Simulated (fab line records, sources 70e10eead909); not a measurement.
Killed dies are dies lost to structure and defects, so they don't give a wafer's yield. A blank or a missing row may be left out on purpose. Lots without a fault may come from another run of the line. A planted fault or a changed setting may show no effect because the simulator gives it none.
A struck lot beside a sound one | flow nand_harc | 15 steps out of a route of 1302
Sound: wafers L632.2, L632.5, L632.6. Struck: wafer L643.1. (L643.2 of the same lot was not struck and is left out.) The cause comes at the end.
At each step with rows: each side's tool, then ch and its chambers, then its first start. Under that, the readings that differ: sound wafers | struck wafers | difference of the means | sigmas: that difference in standard deviations of wafers without a fault.
alike: readings whose means differ by less than 2 such deviations, and words and numbers that are the same on both sides. not compared: withheld readings, readings that some wafer has no value for, bounds like >300 that may hide the same value, and numbers for which the record gives no deviation and whose values overlap.
The two part at a step that has a row with sigmas, a row that says differs or no value, or rows on one side only. Numbers that don't overlap but have no deviation are shown without sigmas and don't part them. A reading that every wafer of one side lacks parts them only if that side has two wafers or more.

first, 8 steps without rows for these wafers: NHARC_A_CONTACT_COAT_34 (time 75 s); NHARC_A_CONTACT_COAT_35 (time 65 s); NHARC_A_CONTACT_COAT_36 (resist thk 90 nm); NHARC_A_CONTACT_SOFTBAKE_37 (time 55 s); NHARC_A_CONTACT_EBR_38; NHARC_A_CONTACT_EXPOSE_39 (exposes mask A CC 3); NHARC_A_CONTACT_PEB_40 (peb time 65 s); NHARC_A_CONTACT_DEVELOP_41 (develop time 35 s).
NHARC_A_CONTACT_CD_MEAS_42: target cd 300 nm.
  sound on cd_sem-02 ch 0, day 22 05:47; struck on cd_sem-02 ch 0, day 27 15:19
  alike: cd_nm
NHARC_A_CONTACT_OVL_MEAS_43:
  sound on overlay-01, day 22 05:53; struck on overlay-01, day 27 15:25
  reading           | sound       | struck | difference | sigmas
  overlay_x_nm (nm) | 0.8 1.0 1.1 | -1.7   | -2.7       | -3
  overlay_y_nm (nm) | 0.5 0.7 1.0 | -1.2   | -1.9       | -2
NHARC_A_CONTACT_INSPECT_44:
  sound on defect_inspect-01, day 22 05:55; struck on defect_inspect-02, day 27 15:27
  alike: raw_defect_count
NHARC_A_CONTACT_DESCUM_47: chemistry O2, time 3 s.
  sound on rie_diel-02 ch 0,1, day 22 05:58; struck on rie_diel-02 ch 3, day 27 15:31
  reading                     | sound       | struck | difference | sigmas
  drypump_motor_current_A (A) | 4.9 5.7 4.9 | 6.5    | +1.3       | +2
  alike: oes_product_au, rf_vpp_V, showerhead_plenum_p_Torr, throttle_valve_pct
  not compared: rf_hours_counter_h
NHARC_A_CONTACT_ETCH_48: etches the open film in CF4, target depth 39 nm, time 65 s.
  sound on rie_diel-02 ch 1,2, day 22 06:04; struck on rie_diel-02 ch 1, day 27 15:36
  reading          | sound          | struck | difference | sigmas
  run_length_s (s) | 86.6 85.3 86.5 | 134.4  | +48.3      | +82
  alike: drypump_motor_current_A, oes_product_au, rf_vpp_V, showerhead_plenum_p_Torr, throttle_valve_pct
  not compared: rf_hours_counter_h
NHARC_A_CONTACT_ETCH_49: etches the open film in N2/H2, target depth 260 nm, time 475.3 s.
  sound on rie_diel-02 ch 0,1; struck on rie_diel-02 ch 3
  reading                     | sound             | struck | difference | sigmas
  drypump_motor_current_A (A) | 4.9 4.9 5.8       | 6.4    | +1.2       | +2
  h2_flow_sccm (sccm)         | 149.7 148.8 149.6 | 150.6  | +1.2       | +3
  alike: n2_flow_sccm, oes_product_au, rf_vpp_V, run_length_s, showerhead_plenum_p_Torr, throttle_valve_pct
  not compared: rf_hours_counter_h
NHARC_END_SORT_01:
  the record has rows for the sound wafers here (prober-01 ch 0, day 25 12:59) and none for the struck ones

WHERE THEY PART
First at NHARC_A_CONTACT_OVL_MEAS_43; last, within this record, at NHARC_END_SORT_01.

WHY: what the simulator had put in
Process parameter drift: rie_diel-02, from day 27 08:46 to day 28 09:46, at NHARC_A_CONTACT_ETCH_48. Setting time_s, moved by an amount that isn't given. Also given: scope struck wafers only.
